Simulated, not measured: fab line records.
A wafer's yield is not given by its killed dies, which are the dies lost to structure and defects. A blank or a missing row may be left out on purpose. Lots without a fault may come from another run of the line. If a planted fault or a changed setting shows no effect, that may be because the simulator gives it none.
Which tool is to blame? + flow n5_finfet + 36 wafers sampled from 12 lots at 1 step of a route of 1938

== WHAT THE GAUGES SHOWED, per wafer ==
N5_DUMMY_GATE_INSPECT_27: inspects for defects (brightfield).
| lot  | measured    | on                | raw_defect_count |
|------|-------------|-------------------|------------------|
| L075 | day 3 06:05 | defect_inspect-02 | 327 178 269      |
| L077 | day 3 20:34 | defect_inspect-02 | 225 302 252      |
| L079 | day 4 07:15 | defect_inspect-01 | 231 239 140      |
| L081 | day 4 20:39 | defect_inspect-02 | 316 297 178      |
| L083 | day 5 07:16 | defect_inspect-01 | 272 455 340      |
| L085 | day 5 23:01 | defect_inspect-02 | 190 160 182      |
| L087 | day 6 06:58 | defect_inspect-02 | 258 165 187      |
| L089 | day 6 18:08 | defect_inspect-02 | 289 285 339      |
| L091 | day 7 03:55 | defect_inspect-01 | 310 233 250      |
| L093 | day 7 18:11 | defect_inspect-02 | 483 348 310      |
| L095 | day 8 06:20 | defect_inspect-01 | 356 308 257      |
| L096 | day 8 20:12 | defect_inspect-02 | 302 272 249      |

== WHICH TOOL RAN EACH LOT (tool, then ch and the chambers of the sampled wafers, then the start) ==
Record: no process step prior to these readings.

== THE ANSWER, worked out from the rows above alone ==
Rule: what is usual is taken from the lots themselves. Put in order of their means at a reading, lots are off if they are a third of the lots or fewer, leave a main group of 4 or more, and stand apart from it by a gap of 3 or more times the standard deviation of the main group's means; of several such gaps the widest counts. Not used: any main group whose means are identical at the precision the tables above print for the reading. Also off: a lot with no number at a reading for which 4 or more lots have one. Where the step has rows for the other lots, those lots are counted as sound.
Across all readings shown, no lot is off: no conclusion can be drawn from this.

== WHAT THE SIMULATOR PUT IN ==
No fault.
